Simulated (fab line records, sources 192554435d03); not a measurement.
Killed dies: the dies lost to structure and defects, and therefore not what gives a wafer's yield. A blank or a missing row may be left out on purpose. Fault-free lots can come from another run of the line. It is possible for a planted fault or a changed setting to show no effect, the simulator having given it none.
Split-lot trial    flow n5Finfet    7 lots, 21 wafers read, on a route of 1938 steps

## THE SPLIT
At N5_SD_EPI_N_EPI_21 (deposits Si:P, time 690 s), the setting epiGrowthTimeS was moved away from the recipe's 690 s on 3 of the 21 wafers read, by -10.3% to +3.8%. For the rest of the wafers, this setting stayed at what the recipe calls for.

## FROM THE SPLIT TO THE READING: what the file shows between them, 9 steps
- N5_SD_EPI_P_EXPOSE_06: exposes mask SD P BLK, target cd 240 nm (also split here: doseMj)
- N5_SD_EPI_P_PEB_07: peb time 60 s
- N5_SD_EPI_P_DEVELOP_08: develop time 30 s
- N5_SD_EPI_P_CD_MEAS_09: target cd 240 nm
- N5_SD_EPI_P_DESCUM_14: chemistry O2, time 7.9 s
- N5_SD_EPI_P_ETCH_36: etches SiARC in CF4, target depth 45.5 nm, time 75.8 s
- N5_SD_EPI_P_ETCH_37: etches SOC in N2/H2, overetch 108 nm, time 486 s
- N5_SD_EPI_P_STRIP_38: strips in N2/H2
- N5_SD_EPI_P_EPI_21: deposits SiGe:B, time 355 s

## THE READING
Si-P_of_SD_EPI_N_EPI_21.thkNm (the simulator's own value, which no gauge read), in nm, at N5_SD_EPI_P_HM_STRIP_48 (strips SiNx in H3PO4, material SiNx, target depth 3 nm). There is no usual value for it anywhere in the file. Average 58.2 nm, standard deviation 0.49 nm, over the 18 wafers here run with the recipe.

wafer   tool, chamber at the split  epiGrowthTimeS as run, s  against the recipe  Si-P_of_SD_EPI_N_EPI_21.thkNm, nm  against lot-mates on the recipe
L074.1  epiRpcvd-02, 0              690                       recipe              58.2                               -
L074.3  epiRpcvd-02, 0              690                       recipe              58                                 -
L074.6  epiRpcvd-02, 0              690                       recipe              58                                 -
L075.1  epiRpcvd-02, 0              690                       recipe              57.6                               -
L075.2  epiRpcvd-02, 0              690                       recipe              58.2                               -
L075.5  epiRpcvd-02, 0              690                       recipe              57.2                               -
L077.1  epiRpcvd-03, 0              690                       recipe              58.4                               -
L077.3  epiRpcvd-03, 0              715.9                     +3.8%               60.6                               +2.2
L077.6  epiRpcvd-03, 0              715.9                     +3.8%               60.2                               +1.8
L083.2  epiRpcvd-01, 0              690                       recipe              58                                 -
L083.5  epiRpcvd-01, 0              690                       recipe              58.2                               -
L083.6  epiRpcvd-01, 0              690                       recipe              57.6                               -
L088.1  epiRpcvd-03, 0              690                       recipe              57.8                               -
L088.4  epiRpcvd-03, 0              690                       recipe              59.2                               -
L088.5  epiRpcvd-03, 0              690                       recipe              58.8                               -
L090.3  epiRpcvd-03, 0              690                       recipe              58                                 -
L090.5  epiRpcvd-03, 0              690                       recipe              58.2                               -
L090.6  epiRpcvd-03, 0              690                       recipe              58.6                               -
L093.1  epiRpcvd-01, 0              690                       recipe              58.8                               -
L093.5  epiRpcvd-01, 0              690                       recipe              58.8                               -
L093.4  epiRpcvd-01, 0              618.9                     -10.3%              55.2                               -3.6

THE FIT
A straight line over all 21 wafers: Si-P_of_SD_EPI_N_EPI_21.thkNm changes by +0.355 nm for each +1% of epiGrowthTimeS; r = +0.86; the points scatter about the line by 0.57 nm.
The same after taking each lot's own level away (the mean of its wafers on the recipe; 21 wafers): +0.389 nm for each +1%; r = +0.94; scatter 0.37 nm.
On that fit, the largest move of epiGrowthTimeS shifts the reading by 4 nm.
Measured against the standard deviation above, the lots' own levels, which go from 57.67 to 58.80 nm, span 2.3 times it.
The two slopes are in agreement: the lot-to-lot level therefore moves the slope only a little.
Check: -5.49 nm against its lot-mates is what the line predicts for one of the wafers moved furthest among these (-10.3%) when that wafer is left out of the fit. Against them it came out at -3.6 nm.

## THESE WAFERS: OTHER SPLITS
Before the reading, these wafers also passed through other splits. Each is held against what the fit with the lots' levels taken away leaves over:
other split on the same wafers  wafers away from the commonest value  r with Si-P_of_SD_EPI_N_EPI_21.thkNm (lot level and that fit taken away)
N5_DUMMY_GATE_EXPOSE_12 doseMj  7                                     -0.13
N5_SD_EPI_P_EXPOSE_06 doseMj    8                                     +0.03

## THE WHOLE CHAIN: every reading that the file lists as answering this split, in the file's order
step                     what it does                                            reading                                                                         change (the file's fit)                r (the file's)
N5_SD_EPI_N_EPI_21       deposits Si:P, time 690 s                               Si-P_of_SD_EPI_N_EPI_21.thkNm (the simulator's own value, which no gauge read)  +0.377 nm for each +1% of the setting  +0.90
N5_SD_EPI_P_HM_STRIP_48  strips SiNx in H3PO4, material SiNx, target depth 3 nm  Si-P_of_SD_EPI_N_EPI_21.thkNm (the simulator's own value, which no gauge read)  +0.371 nm for each +1% of the setting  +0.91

## THE FILE'S OWN FIT
Si-P_of_SD_EPI_N_EPI_21.thkNm changes by +0.371 nm for each +1% of epiGrowthTimeS, r = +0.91.
